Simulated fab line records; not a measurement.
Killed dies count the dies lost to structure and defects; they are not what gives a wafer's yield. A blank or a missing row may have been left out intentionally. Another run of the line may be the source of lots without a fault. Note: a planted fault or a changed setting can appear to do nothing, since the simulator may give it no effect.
fab line records	flow n5Finfet
record lots=24	wafers=72	lastDay=17
route steps=1938 shown FIN_SAQP@152 FIN_CUT@167 STI_FIN_REVEAL@199 DUMMY_GATE@218
lots that met no fault: taken from a fault-free run of the same line
startH: hours from the record's first day to the start of the lot's first wafer shown	waitH: hours since the lot's step before	" unchanged from the row above	L1.1+2: a row that stands for several wafers	- no value present, or no start provided	* or withheld: withheld	< > ~ a bound
route shown NAME@n: NAME is a module with steps in the file, n the number in the route of the first one	usual: average and standard deviation across the fault-free wafers	same: alike in all rows	chamber/n: place in a boat	sites: per-site readings	_std_site: standard deviation across them	_edge_site: mean of outer sites minus mean of inner sites	radiusMm: how far each site lies from the wafer's centre	mask NAME#n: copy n	behind: the tool/chamber that last shaped the wafer	hold: what put the lot on hold/how long, in hours/how the hold closed	device: which transistor (n, p or np) failed to switch	end of line: tests run on the same wafers once the route is complete	where a step has no rows: the recipe by itself	killed: count of dies lost to structure and defects at first sort (not the wafer's yield)	map: dies across one wafer; x = killed, . = not, _ = none there
set.NAME: the run value of the setting; set.NAME@STEP: its run value at that earlier step	model.NAME: the simulator's own value behind a step, which no gauge read
a sample of lots followed through the steps of the route, with each step as a table and each wafer as a row
services: the hour from which a tool's chamber was out of use, counted from the record's first day as startH (under 0 if before that day), plus the number of hours and why
## steps
# step N5_FIN_SAQP_OCD_MEAS_76
# usual trenchDepthNm=120.2/2.3
lot.wafer	tool	chamber	startH	waitH	trenchDepthNm
L074.2	ocd-02	-	26.70	0.0	118.5
L074.3	"	-	"	"	117.8
L074.4	"	-	"	"	120.2
L075.4	ocd-01	-	31.98	0.0	117.4
L075.5	"	-	"	"	119.2
L075.6	"	-	"	"	121.3
L076.2	ocd-02	-	40.10	0.0	120.1
L076.3	"	-	"	"	121.3
L076.6	"	-	"	"	121.5
L077.3	ocd-02	-	45.17	0.0	118.1
L077.5	"	-	"	"	122.7
L077.6	"	-	"	"	121.0
L078.2	ocd-02	-	50.88	0.0	117.2
L078.3	"	-	"	"	118.7
L078.4	"	-	"	"	120.4
L079.1	ocd-01	-	58.57	0.0	120.3
L079.2	"	-	"	"	121.2
L079.6	"	-	"	"	122.8
L080.1	ocd-01	-	62.24	0.0	119.7
L080.3	"	-	"	"	120.5
L080.4	"	-	"	"	120.7
L081.1	ocd-02	-	70.29	0.0	121.1
L081.3	"	-	"	"	122.9
L081.6	"	-	"	"	121.2
L082.1	ocd-02	-	74.57	0.0	118.4
L082.3	"	-	"	"	117.2
L082.4	"	-	"	"	121.7
L083.1	ocd-02	-	80.49	0.0	118.2
L083.4	"	-	"	"	120.8
L083.5	"	-	"	"	120.6
L084.2	ocd-01	-	86.85	0.0	119.8
L084.3	"	-	"	"	123.9
L084.6	"	-	"	"	122.0
L085.2	ocd-01	-	93.16	0.0	123.1
L085.4	"	-	"	"	122.2
L085.5	"	-	"	"	123.8
L086.2	ocd-01	-	99.35	0.0	118.5
L086.3	"	-	"	"	117.8
L086.6	"	-	"	"	118.4
L087.3	ocd-01	-	105.23	0.0	123.0
L087.5	"	-	"	"	122.1
L087.6	"	-	"	"	119.3
L088.1	ocd-02	-	110.02	0.0	115.9
L088.5	"	-	"	"	115.7
L088.6	"	-	"	"	117.1
L089.1	ocd-01	-	116.45	0.0	119.4
L089.2	"	-	"	"	124.6
L089.3	"	-	"	"	119.7
L090.1	ocd-02	-	123.84	0.0	120.9
L090.3	"	-	"	"	119.3
L090.5	"	-	"	"	118.2
L091.2	ocd-01	-	128.54	0.0	118.5
L091.5	"	-	"	"	121.3
L091.6	"	-	"	"	119.3
L092.1	ocd-01	-	134.83	0.0	119.9
L092.2	"	-	"	"	119.7
L092.4	"	-	"	"	120.3
L093.2	ocd-02	-	139.69	0.0	125.4
L093.3	"	-	"	"	122.7
L093.4	"	-	"	"	118.9
L094.3	ocd-02	-	146.70	0.0	124.6
L094.4	"	-	"	"	118.3
L094.6	"	-	"	"	121.9
L095.2	ocd-02	-	153.25	0.0	121.3
L095.5	"	-	"	"	118.3
L095.6	"	-	"	"	117.2
L096.4	ocd-01	-	158.51	0.0	121.5
L096.5	"	-	"	"	124.8
L096.6	"	-	"	"	119.7
L097.2	ocd-02	-	169.18	0.0	118.1
L097.4	"	-	"	"	119.3
L097.6	"	-	"	"	118.4
# step N5_FIN_CUT_ETCH_30
# recipe chemistry=N2/H2	target=underlayer	targetDepthA=130	maskMaterial=CAR-EUV	timeS=10.4	ionEnergyEv=200	pressureMtorr=30	sourceW=840	biasW=150	n2FlowSccm=200	h2FlowSccm=200	ends=cleared
# usual drypumpMotorCurrentA=5.6/0.54	etchRfOnTimeS=10.6/0.42	oesProductAu=0.67/0.076	rfVppV=524/3	showerheadPlenumPTorr=2.53/0.1	throttleValvePct=17.88/0.28
lot.wafer	tool	chamber	startH	waitH	drypumpMotorCurrentA	etchRfOnTimeS	oesProductAu	rfHoursCounterH	rfVppV	showerheadPlenumPTorr	throttleValvePct
L074.2	rieDiel-02	1	27.31	0.0	5.4	10.5	0.63	184	523	2.51	18.13
L074.3	"	0	"	"	5.7	10.5	0.68	94	519	2.38	18.20
L074.4	"	2	"	"	5.7	10.3	0.79	29	523	2.47	17.70
L075.4	rieDiel-06	2	32.46	0.0	4.7	11.1	0.60	185	524	2.53	18.14
L075.5	"	1	"	"	5.4	9.9	0.75	-	529	2.67	17.38
L075.6	"	0	"	"	6.2	10.4	0.64	-	522	2.44	18.32
L076.2	rieDiel-02	2	41.40	0.0	5.7	10.3	0.78	33	522	2.47	17.69
L076.3	"	1	"	"	5.5	10.4	0.62	189	523	2.51	18.13
L076.6	"	3	"	"	6.0	11.5	0.57	-	525	2.64	17.92
L077.3	rieDiel-02	0	45.66	0.0	5.7	10.7	0.66	100	519	2.38	18.22
L077.5	"	3	"	"	6.0	11.6	0.58	-	526	2.64	17.92
L077.6	"	2	"	"	5.7	10.5	0.77	-	522	2.47	17.70
L078.2	rieDiel-06	0	51.44	0.0	6.2	10.6	0.64	182	521	2.44	18.34
L078.3	"	2	"	"	4.7	11.1	0.60	191	523	2.53	18.15
L078.4	"	1	"	"	5.4	9.9	0.74	58	528	2.66	17.41
L079.1	rieDiel-03	3	59.19	0.0	6.5	10.8	0.61	196	521	2.42	17.77
L079.2	"	0	"	"	5.9	10.5	0.60	176	527	2.65	17.71
L079.6	"	0	"	"	6.0	10.5	0.61	-	524	2.65	17.71
L080.1	rieDiel-06	1	62.73	0.0	5.4	9.9	0.74	62	529	2.66	17.43
L080.3	"	0	"	"	6.3	10.5	0.63	185	521	2.44	18.33
L080.4	"	2	"	"	4.7	11.2	0.60	195	524	2.52	18.16
L081.1	rieDiel-02	3	70.78	0.0	6.0	11.3	0.58	223	526	2.63	17.93
L081.3	"	1	"	"	5.5	10.6	0.61	197	522	2.51	18.16
L081.6	"	0	"	"	5.7	10.6	0.67	-	520	2.37	18.23
L082.1	rieDiel-02	2	75.19	0.0	5.6	10.4	0.75	42	522	2.46	17.70
L082.3	"	0	"	"	5.7	10.7	0.65	109	518	2.37	18.22
L082.4	"	3	"	"	6.0	11.4	0.57	225	526	2.63	17.96
L083.1	rieDiel-03	2	81.21	0.0	5.3	10.6	0.78	11	522	2.49	17.76
L083.4	"	0	"	"	6.0	10.7	0.60	-	526	2.64	17.72
L083.5	"	2	"	"	5.3	10.5	0.78	-	523	2.49	17.76
L084.2	rieDiel-03	2	87.35	0.0	5.3	10.5	0.76	14	523	2.49	17.75
L084.3	"	3	"	"	6.4	10.9	0.60	206	520	2.41	17.77
L084.6	"	3	"	"	6.5	10.9	0.60	-	519	2.41	17.78
L085.2	rieDiel-03	1	93.78	0.0	5.0	10.4	0.83	0	528	2.73	17.58
L085.4	"	3	"	"	6.5	10.9	0.59	208	522	2.41	17.79
L085.5	"	1	"	"	5.0	10.6	0.84	-	528	2.73	17.57
L086.2	rieDiel-06	3	99.85	0.0	4.7	9.8	0.75	66	525	2.56	17.74
L086.3	"	0	"	"	6.2	10.4	0.63	197	520	2.43	18.37
L086.6	"	1	"	"	5.4	9.8	0.73	-	527	2.66	17.43
L087.3	rieDiel-06	0	105.85	0.0	6.2	10.4	0.63	200	521	2.43	18.38
L087.5	"	3	"	"	4.7	10.0	0.75	-	525	2.56	17.74
L087.6	"	0	"	"	6.2	10.5	0.62	-	521	2.43	18.37
L088.1	rieDiel-03	3	110.51	0.0	6.5	11.0	0.59	213	521	2.41	17.80
L088.5	"	2	"	"	5.3	10.6	0.75	-	523	2.49	17.76
L088.6	"	1	"	"	5.0	10.5	0.81	-	530	2.72	17.57
L089.1	rieDiel-02	2	117.09	0.0	5.7	10.3	0.74	55	523	2.46	17.74
L089.2	"	1	"	"	5.5	10.6	0.59	210	522	2.50	18.18
L089.3	"	0	"	"	5.7	10.5	0.65	122	518	2.37	18.27
L090.1	rieDiel-06	1	124.33	0.0	5.4	10.0	0.70	80	527	2.65	17.45
L090.3	"	2	"	"	4.8	11.2	0.58	209	521	2.52	18.19
L090.5	"	0	"	"	6.2	10.5	0.62	-	522	2.43	18.39
L091.2	rieDiel-06	3	129.09	0.0	4.8	10.1	0.74	76	526	2.56	17.75
L091.5	"	2	"	"	4.7	11.1	0.59	-	524	2.52	18.17
L091.6	"	1	"	"	5.4	10.0	0.71	-	528	2.65	17.45
L092.1	rieDiel-03	0	135.45	0.0	5.9	10.7	0.59	198	527	2.64	17.74
L092.2	"	1	"	"	5.0	10.4	0.78	13	528	2.72	17.61
L092.4	"	3	"	"	6.5	11.0	0.59	220	522	2.41	17.79
L093.2	rieDiel-03	0	140.30	0.0	6.0	10.7	0.59	200	526	2.64	17.78
L093.3	"	1	"	"	5.0	10.6	0.77	15	529	2.72	17.61
L093.4	"	3	"	"	6.5	11.1	0.58	222	519	2.41	17.82
L094.3	rieDiel-06	3	147.31	0.0	4.7	10.0	0.73	82	524	2.56	17.76
L094.4	"	1	"	"	5.4	9.9	0.70	87	529	2.65	17.47
L094.6	"	1	"	"	5.4	9.9	0.71	-	526	2.65	17.46
L095.2	rieDiel-03	2	153.74	0.0	5.3	10.7	0.73	35	522	2.48	17.78
L095.5	"	0	"	"	6.0	10.5	0.59	-	528	2.63	17.75
L095.6	"	3	"	"	6.5	11.0	0.59	-	520	2.40	17.81
L096.4	rieDiel-02	1	159.13	0.0	5.4	10.6	0.59	-	522	2.50	18.20
L096.5	"	0	"	"	5.7	10.7	0.64	-	517	2.36	18.27
L096.6	"	2	"	"	5.7	10.6	0.73	-	523	2.45	17.76
L097.2	rieDiel-06	1	169.67	0.0	5.4	10.0	0.70	96	528	2.65	17.48
L097.4	"	3	"	"	4.8	9.9	0.72	-	524	2.56	17.77
L097.6	"	1	"	"	5.4	9.9	0.70	-	528	2.65	17.49
# step N5_STI_FIN_REVEAL_ETCH_34
# recipe chemistry=H2	mode=isotropic	material=Si	target=Si	targetDepthA=9.7	tempC=20	pressureMtorr=4.5	icpW=300	biasW=0	h2FlowSccm=7.5	heFlowSccm=142.5
# usual drypumpMotorCurrentA=5.7/0.4	oesProductAu=1.001/0.018	throttleValvePct=25.9/0.61
lot.wafer	tool	chamber	startH	waitH	drypumpMotorCurrentA	oesProductAu	rfHoursCounterH	throttleValvePct
L074.2	rieSi-05	0	36.64	0.1	6.2	1.005	148	24.4
L074.3	"	3	"	"	5.9	1.020	125	26.2
L074.4	"	1	"	"	4.9	1.036	91	26.2
L075.4	rieSi-04	0	41.52	0.1	6.1	1.021	73	26.2
L075.5	"	3	"	"	5.6	1.003	-	25.6
L075.6	"	0	"	"	6.1	1.019	-	26.2
L076.2	rieSi-01	3	50.34	0.1	5.5	0.986	99	25.5
L076.3	"	0	"	"	5.8	0.988	1	25.9
L076.6	"	3	"	"	5.5	0.989	-	25.5
L077.3	rieSi-04	2	54.67	0.1	5.2	0.989	34	27.0
L077.5	"	3	"	"	5.7	0.989	-	25.6
L077.6	"	0	"	"	6.2	1.030	-	26.2
L078.2	rieSi-05	1	61.71	0.1	4.9	1.037	91	26.2
L078.3	"	2	"	"	5.6	0.987	194	25.7
L078.4	"	0	"	"	6.2	0.986	148	24.3
L079.1	rieSi-04	0	68.27	0.2	6.1	1.022	73	26.2
L079.2	"	2	"	"	5.3	0.996	34	27.0
L079.6	"	1	"	"	6.2	0.989	-	25.9
L080.1	rieSi-04	2	72.04	0.2	5.3	1.000	34	27.0
L080.3	"	1	"	"	6.2	0.985	-	25.8
L080.4	"	2	"	"	5.2	0.987	-	27.0
L081.1	rieSi-01	3	79.82	0.2	5.5	0.996	99	25.5
L081.3	"	1	"	"	5.7	1.032	189	25.3
L081.6	"	3	"	"	5.5	0.999	-	25.5
L082.1	rieSi-05	1	84.53	0.2	4.8	1.027	92	26.2
L082.3	"	2	"	"	5.6	0.991	194	25.7
L082.4	"	0	"	"	6.2	0.992	149	24.3
L083.1	rieSi-04	0	90.30	0.2	6.1	1.015	73	26.2
L083.4	"	2	"	"	5.3	0.989	34	27.0
L083.5	"	2	"	"	5.3	0.987	-	27.0
L084.2	rieSi-04	2	96.56	0.1	5.3	0.994	34	27.0
L084.3	"	0	"	"	6.1	1.006	73	26.2
L084.6	"	3	"	"	5.6	0.999	-	25.6
L085.2	rieSi-01	0	103.29	0.1	5.9	0.992	2	25.9
L085.4	"	3	"	"	5.5	0.982	100	25.5
L085.5	"	3	"	"	5.5	0.979	-	25.5
L086.2	rieSi-04	2	108.96	0.1	5.3	0.985	35	27.0
L086.3	"	1	"	"	6.1	0.979	44	25.9
L086.6	"	3	"	"	5.6	0.995	-	25.6
L087.3	rieSi-05	0	114.97	0.1	6.1	1.004	149	24.3
L087.5	"	1	"	"	4.8	1.034	-	26.2
L087.6	"	2	"	"	5.6	0.989	-	25.7
L088.1	rieSi-05	0	119.56	0.2	6.1	1.006	149	24.4
L088.5	"	1	"	"	4.8	1.021	-	26.2
L088.6	"	2	"	"	5.6	0.990	-	25.7
L089.1	rieSi-01	3	126.32	0.2	5.5	0.996	100	25.5
L089.2	"	1	"	"	5.7	1.008	190	25.3
L089.3	"	0	"	"	5.8	0.994	2	25.9
L090.1	rieSi-01	3	134.48	0.2	5.5	0.985	100	25.5
L090.3	"	1	"	"	5.7	1.007	190	25.3
L090.5	"	2	"	"	5.9	0.985	-	26.4
L091.2	rieSi-04	3	138.17	0.1	5.6	0.992	184	25.6
L091.5	"	0	"	"	6.1	1.027	-	26.2
L091.6	"	1	"	"	6.2	0.978	-	25.9
L092.1	rieSi-05	0	144.45	0.2	6.1	1.013	150	24.4
L092.2	"	1	"	"	4.8	1.031	93	26.2
L092.4	"	2	"	"	5.6	0.992	195	25.8
L093.2	rieSi-05	0	149.35	0.1	6.1	1.016	150	24.4
L093.3	"	3	"	"	5.9	1.022	127	26.2
L093.4	"	1	"	"	4.8	1.035	-	26.2
L094.3	rieSi-01	3	157.82	0.1	5.5	0.988	101	25.5
L094.4	"	2	"	"	5.9	0.986	74	26.4
L094.6	"	2	"	"	5.9	0.991	-	26.4
L095.2	rieSi-04	0	162.75	0.1	6.1	1.032	75	26.2
L095.5	"	3	"	"	5.6	0.987	-	25.6
L095.6	"	0	"	"	6.2	1.015	-	26.2
L096.4	rieSi-01	0	168.06	0.1	5.9	0.996	3	25.9
L096.5	"	0	"	"	5.9	0.991	-	25.9
L096.6	"	3	"	"	5.5	0.978	-	25.5
L097.2	rieSi-04	1	178.55	0.1	6.2	0.971	46	25.9
L097.4	"	0	"	"	6.2	1.035	75	26.2
L097.6	"	3	"	"	5.6	0.996	-	25.6
# step N5_DUMMY_GATE_CMP_04
# recipe material=a-Si	postCmpClean=alkalineBrush
# usual motorCurrentA=9.9/1.1	padLifeWafers=1273/570	retainingRingPressureFrac=1.000/0.0045	timeToEndpointS=16/3.5
lot.wafer	tool	chamber	startH	waitH	motorCurrentA	padLifeWafers	retainingRingPressureFrac	timeToEndpointS
L074.4	cmp-03	3	42.99	0.0	11.6	816	1.002	17
L074.2	"	0	"	"	11.0	817	1.004	17
L074.3	"	2	"	"	11.2	819	0.996	11
L075.4	cmp-01	0	46.26	0.1	10.4	465	0.997	11
L075.5	"	1	"	"	9.3	-	1.001	17
L075.6	"	2	"	"	8.7	-	1.006	16
L076.3	cmp-02	3	54.98	0.0	7.8	1452	1.000	18
L076.2	"	2	"	"	9.9	1455	1.002	21
L076.6	"	3	"	"	8.2	-	1.005	18
L077.3	cmp-03	3	59.32	0.0	11.6	960	0.997	15
L077.5	"	3	"	"	11.4	-	0.997	15
L077.6	"	0	"	"	11.1	-	0.999	15
L078.4	cmp-02	3	68.18	0.0	8.1	1554	1.002	17
L078.2	"	0	"	"	8.7	1555	0.991	12
L078.3	"	1	"	"	10.4	1556	0.998	15
L079.2	cmp-02	3	73.05	0.0	8.4	1590	1.000	19
L079.1	"	2	"	"	10.4	1593	0.998	21
L079.6	"	3	"	"	8.0	-	0.996	20
L080.1	cmp-02	0	76.82	0.0	8.5	1626	0.998	16
L080.3	"	1	"	"	10.8	1627	0.995	17
L080.4	"	3	"	"	8.1	1629	1.010	19
L081.3	cmp-02	0	84.55	0.1	8.6	1688	0.996	20
L081.1	"	1	"	"	10.5	1689	0.999	21
L081.6	"	2	"	"	10.3	-	1.011	20
L082.4	cmp-02	3	90.16	0.0	8.2	1752	0.995	18
L082.3	"	0	"	"	8.6	1753	1.003	17
L082.1	"	2	"	"	9.8	1755	0.993	21
L083.1	cmp-02	2	95.13	0.1	10.0	1807	0.991	22
L083.4	"	0	"	"	8.4	1809	1.001	15
L083.5	"	2	"	"	9.9	-	0.999	22
L084.3	cmp-03	0	101.38	0.0	11.8	1290	0.996	15
L084.2	"	2	"	"	11.6	1292	1.000	7
L084.6	"	0	"	"	10.9	-	1.000	15
L085.2	cmp-02	2	108.31	0.1	9.9	1946	1.004	17
L085.4	"	3	"	"	8.4	1947	1.009	16
L085.5	"	0	"	"	9.2	-	1.002	13
L086.2	cmp-01	2	113.63	0.1	8.5	876	0.996	15
L086.3	"	1	"	"	9.5	879	0.998	18
L086.6	"	3	"	"	10.2	-	1.000	21
L087.3	cmp-03	2	119.84	0.1	11.2	1494	0.999	8
L087.6	"	2	"	"	11.4	-	1.003	11
L087.5	"	3	"	"	11.9	-	1.000	14
L088.1	cmp-01	2	124.25	0.1	8.5	992	1.006	14
L088.6	"	0	"	"	10.4	-	0.998	9
L088.5	"	1	"	"	9.5	-	1.007	15
L089.2	cmp-02	1	130.95	0.0	10.7	2160	1.000	17
L089.3	"	2	"	"	9.9	2161	1.002	20
L089.1	"	3	"	"	8.2	2162	1.009	20
L090.1	cmp-02	2	139.25	0.1	10.0	32	0.998	18
L090.3	"	3	"	"	8.1	33	1.000	18
L090.5	"	1	"	"	11.0	-	0.997	18
L091.2	cmp-02	1	142.90	0.1	11.1	81	0.993	18
L091.6	"	2	"	"	10.7	-	1.001	16
L091.5	"	3	"	"	8.1	-	0.989	17
L092.2	cmp-03	1	149.09	0.0	9.8	1638	0.994	7
L092.4	"	2	"	"	11.6	1639	0.999	10
L092.1	"	3	"	"	11.7	1640	1.007	16
L093.4	cmp-01	2	154.05	0.0	8.8	1302	1.000	16
L093.3	"	3	"	"	10.2	1303	0.999	18
L093.2	"	1	"	"	9.5	1305	1.006	13
L094.3	cmp-03	2	162.46	0.0	10.9	1746	1.003	11
L094.4	"	0	"	"	11.1	1748	1.005	17
L094.6	"	3	"	"	11.6	-	1.001	17
L095.2	cmp-02	2	169.26	0.1	9.6	290	1.006	18
L095.5	"	0	"	"	8.7	-	1.000	13
L095.6	"	1	"	"	10.4	-	1.006	14
L096.4	cmp-01	3	173.67	0.1	9.4	1449	1.003	16
L096.5	"	0	"	"	9.9	-	0.997	9
L096.6	"	1	"	"	9.8	-	1.002	12
L097.2	cmp-01	1	184.14	0.0	9.7	1524	0.996	18
L097.4	"	2	"	"	8.6	1525	0.993	14
L097.6	"	1	"	"	9.9	-	1.002	18
# step N5_DUMMY_GATE_THK_MEAS_05
# usual thkNm=72.6/1.6
lot.wafer	tool	chamber	startH	waitH	thkNm
L074.2	filmMetro-02	-	43.23	0.2	71.9
L074.3	"	-	"	"	68.9
L074.4	"	-	"	"	72.9
L075.4	filmMetro-02	-	46.41	0.1	70.6
L075.5	"	-	"	"	73.0
L075.6	"	-	"	"	73.5
L076.2	filmMetro-02	-	55.22	0.1	74.6
L076.3	"	-	"	"	72.1
L076.6	"	-	"	"	73.5
L077.3	filmMetro-01	-	59.56	0.2	72.4
L077.5	"	-	"	"	73.1
L077.6	"	-	"	"	73.3
L078.2	filmMetro-02	-	68.42	0.2	73.0
L078.3	"	-	"	"	74.5
L078.4	"	-	"	"	75.2
L079.1	filmMetro-02	-	73.29	0.1	76.8
L079.2	"	-	"	"	74.9
L079.6	"	-	"	"	75.1
L080.1	filmMetro-01	-	77.06	0.2	72.3
L080.3	"	-	"	"	72.4
L080.4	"	-	"	"	74.1
L081.1	filmMetro-02	-	84.73	0.1	73.9
L081.3	"	-	"	"	73.1
L081.6	"	-	"	"	74.5
L082.1	filmMetro-01	-	90.40	0.1	74.2
L082.3	"	-	"	"	71.9
L082.4	"	-	"	"	73.9
L083.1	filmMetro-02	-	95.34	0.2	74.9
L083.4	"	-	"	"	71.8
L083.5	"	-	"	"	73.9
L084.2	filmMetro-01	-	101.62	0.1	69.8
L084.3	"	-	"	"	72.6
L084.6	"	-	"	"	72.9
L085.2	filmMetro-02	-	108.49	0.1	74.4
L085.4	"	-	"	"	73.7
L085.5	"	-	"	"	72.6
L086.2	filmMetro-02	-	113.87	0.2	72.6
L086.3	"	-	"	"	73.5
L086.6	"	-	"	"	74.3
L087.3	filmMetro-01	-	120.09	0.2	70.9
L087.5	"	-	"	"	73.0
L087.6	"	-	"	"	69.0
L088.1	filmMetro-02	-	124.43	0.1	72.0
L088.5	"	-	"	"	72.7
L088.6	"	-	"	"	69.7
L089.1	filmMetro-02	-	131.19	0.1	74.5
L089.2	"	-	"	"	72.0
L089.3	"	-	"	"	74.8
L090.1	filmMetro-01	-	139.43	0.1	74.5
L090.3	"	-	"	"	72.9
L090.5	"	-	"	"	74.6
L091.2	filmMetro-01	-	143.05	0.1	72.9
L091.5	"	-	"	"	72.3
L091.6	"	-	"	"	74.2
L092.1	filmMetro-01	-	149.33	0.1	72.2
L092.2	"	-	"	"	69.2
L092.4	"	-	"	"	68.7
L093.2	filmMetro-01	-	154.29	0.1	72.3
L093.3	"	-	"	"	74.2
L093.4	"	-	"	"	74.1
L094.3	filmMetro-01	-	162.71	0.2	70.6
L094.4	"	-	"	"	72.7
L094.6	"	-	"	"	73.3
L095.2	filmMetro-01	-	169.44	0.1	74.0
L095.5	"	-	"	"	70.8
L095.6	"	-	"	"	73.0
L096.4	filmMetro-02	-	173.82	0.1	72.6
L096.5	"	-	"	"	69.8
L096.6	"	-	"	"	72.4
L097.2	filmMetro-02	-	184.38	0.2	73.4
L097.4	"	-	"	"	71.0
L097.6	"	-	"	"	71.1
# step N5_DUMMY_GATE_TRIM_49
# recipe chemistry=O2	resist=SOC	timeS=29	targetCdNm=14	sourcePowerW=300	biasPowerW=0	O2_flow_sccm=100	tempC=20
# usual O2_flow_sccm=100.0/0.34	drypumpMotorCurrentA=5.7/0.4	oesProductAu=1.002/0.02	throttleValvePct=8.19/0.15
lot.wafer	tool	chamber	startH	waitH	O2_flow_sccm	drypumpMotorCurrentA	oesProductAu	rfHoursCounterH	throttleValvePct
L074.2	rieSi-03	0	47.88	0.0	99.6	6.0	1.021	184	8.47
L074.3	"	1	"	"	99.9	5.6	0.976	121	8.09
L074.4	"	2	"	"	100.0	5.2	1.007	164	8.00
L075.4	rieSi-03	1	51.44	0.0	99.4	5.6	0.976	121	8.10
L075.5	"	2	"	"	100.1	5.2	0.996	-	7.99
L075.6	"	1	"	"	99.6	5.6	0.982	-	8.10
L076.2	rieSi-03	3	59.91	0.0	99.9	5.6	1.009	199	8.32
L076.3	"	1	"	"	100.0	5.6	0.983	121	8.10
L076.6	"	3	"	"	100.4	5.6	1.003	-	8.30
L077.3	rieSi-03	1	64.41	0.0	99.9	5.5	0.980	121	8.10
L077.5	"	2	"	"	99.9	5.2	1.001	-	8.01
L077.6	"	1	"	"	99.6	5.5	0.972	-	8.09
L078.2	rieSi-06	0	73.23	0.0	100.0	6.2	1.015	141	8.24
L078.3	"	1	"	"	100.1	6.1	1.003	71	8.23
L078.4	"	2	"	"	100.3	5.6	0.977	62	8.20
L079.1	rieSi-06	0	77.94	0.0	100.4	6.1	1.009	141	8.24
L079.2	"	2	"	"	99.9	5.6	0.986	62	8.21
L079.6	"	1	"	"	99.8	6.1	0.997	-	8.22
L080.1	rieSi-03	2	82.05	0.0	99.9	5.2	0.984	165	8.00
L080.3	"	0	"	"	99.9	6.0	1.016	184	8.48
L080.4	"	1	"	"	100.3	5.6	0.982	-	8.10
L081.1	rieSi-02	1	89.48	0.0	100.0	5.2	0.997	85	8.21
L081.3	"	2	"	"	100.5	6.4	0.972	35	8.16
L081.6	"	0	"	"	100.0	6.2	1.031	-	8.36
L082.1	rieSi-06	2	95.26	0.0	99.7	5.6	0.997	62	8.21
L082.3	"	0	"	"	100.0	6.1	1.015	142	8.24
L082.4	"	1	"	"	100.1	6.1	1.000	71	8.21
L083.1	rieSi-06	1	100.00	0.0	100.3	6.1	0.994	72	8.24
L083.4	"	3	"	"	99.5	5.0	1.027	85	8.32
L083.5	"	1	"	"	99.7	6.1	0.990	-	8.21
L084.2	rieSi-06	3	106.27	0.0	100.4	4.9	1.050	85	8.32
L084.3	"	2	"	"	99.5	5.6	0.994	63	8.20
L084.6	"	1	"	"	100.0	6.1	0.995	-	8.22
L085.2	rieSi-03	2	113.26	0.0	99.5	5.2	0.994	166	8.02
L085.4	"	1	"	"	100.8	5.6	0.979	122	8.09
L085.5	"	1	"	"	100.5	5.5	0.995	-	8.11
L086.2	rieSi-03	3	118.53	0.0	99.8	5.6	1.017	0	8.06
L086.3	"	0	"	"	100.7	6.0	1.027	185	8.48
L086.6	"	3	"	"	100.2	5.6	1.019	-	8.06
L087.3	rieSi-06	2	124.73	0.0	100.2	5.6	1.013	63	8.21
L087.5	"	1	"	"	100.0	6.1	0.991	-	8.22
L087.6	"	0	"	"	99.6	6.2	1.016	-	8.24
L088.1	rieSi-02	3	129.08	0.0	99.6	5.8	0.989	46	7.89
L088.5	"	3	"	"	99.7	5.9	0.975	-	7.90
L088.6	"	0	"	"	100.3	6.1	1.019	-	8.37
L089.1	rieSi-02	3	135.97	0.0	100.3	5.8	0.967	46	7.90
L089.2	"	1	"	"	100.1	5.2	0.986	86	8.18
L089.3	"	2	"	"	99.4	6.3	0.975	36	8.17
L090.1	rieSi-02	1	144.11	0.0	100.2	5.2	0.981	86	8.20
L090.3	"	3	"	"	100.1	5.8	0.978	46	7.91
L090.5	"	0	"	"	99.5	6.1	1.029	-	8.36
L091.2	rieSi-02	3	147.82	0.0	100.6	5.8	0.973	46	7.89
L091.5	"	3	"	"	100.4	5.9	0.973	-	7.89
L091.6	"	2	"	"	100.0	6.3	0.976	-	8.16
L092.1	rieSi-06	3	154.05	0.0	100.0	4.9	1.029	86	8.30
L092.2	"	2	"	"	100.3	5.6	0.994	63	8.20
L092.4	"	0	"	"	100.1	6.1	1.006	143	8.25
L093.2	rieSi-02	2	158.96	0.0	100.2	6.4	0.977	36	8.17
L093.3	"	3	"	"	99.7	5.8	0.983	46	7.90
L093.4	"	1	"	"	99.9	5.2	0.998	86	8.20
L094.3	rieSi-03	3	167.35	0.0	100.0	5.6	1.021	1	8.07
L094.4	"	2	"	"	99.7	5.2	0.997	167	8.00
L094.6	"	0	"	"	99.8	6.0	1.031	-	8.46
L095.2	rieSi-03	2	174.25	0.0	99.6	5.2	0.994	167	8.00
L095.5	"	2	"	"	99.6	5.2	1.005	-	8.01
L095.6	"	3	"	"	99.7	5.6	1.030	-	8.06
L096.4	rieSi-06	3	178.46	0.0	100.3	4.9	1.033	87	8.30
L096.5	"	3	"	"	100.4	4.9	1.028	-	8.31
L096.6	"	2	"	"	99.8	5.6	0.987	-	8.21
L097.2	rieSi-03	0	189.12	0.0	100.1	6.0	1.038	187	8.47
L097.4	"	2	"	"	100.2	5.2	1.009	167	8.00
L097.6	"	2	"	"	100.4	5.2	0.993	-	8.01
## services
tool	chamber	startH	hours	kind
rieDiel-03	0	3.53	14.8	repair
cmp-02	-	6.03	1.8	repair
rieSi-06	0	10.61	5.3	repair
rieSi-01	1	22.20	4.8	repair
cmp-02	-	23.12	4.5	repair
cmp-01	-	33.92	2.5	repair
rieSi-05	1	42.70	5.2	repair
rieSi-02	0	44.16	3.5	repair
cmp-02	-	44.20	5.1	pm
rieDiel-03	-	48.55	2.8	pm
cmp-02	-	51.10	1.6	repair
rieDiel-03	-	51.49	0.5	repair
rieSi-01	-	55.39	0.3	repair
rieSi-04	3	67.23	11.3	repair
rieSi-04	0	69.89	12.7	repair
rieDiel-06	1	70.09	4.3	repair
rieDiel-06	-	98.98	0.4	repair
rieSi-05	-	105.23	0.3	repair
rieDiel-03	0	115.96	8.9	repair
rieSi-03	-	126.25	0.8	repair
cmp-02	-	132.10	4.0	pm
rieSi-01	0	141.09	1.6	repair
rieSi-05	0	151.76	5.6	repair
rieDiel-06	0	163.38	9.6	repair
## key
fault none
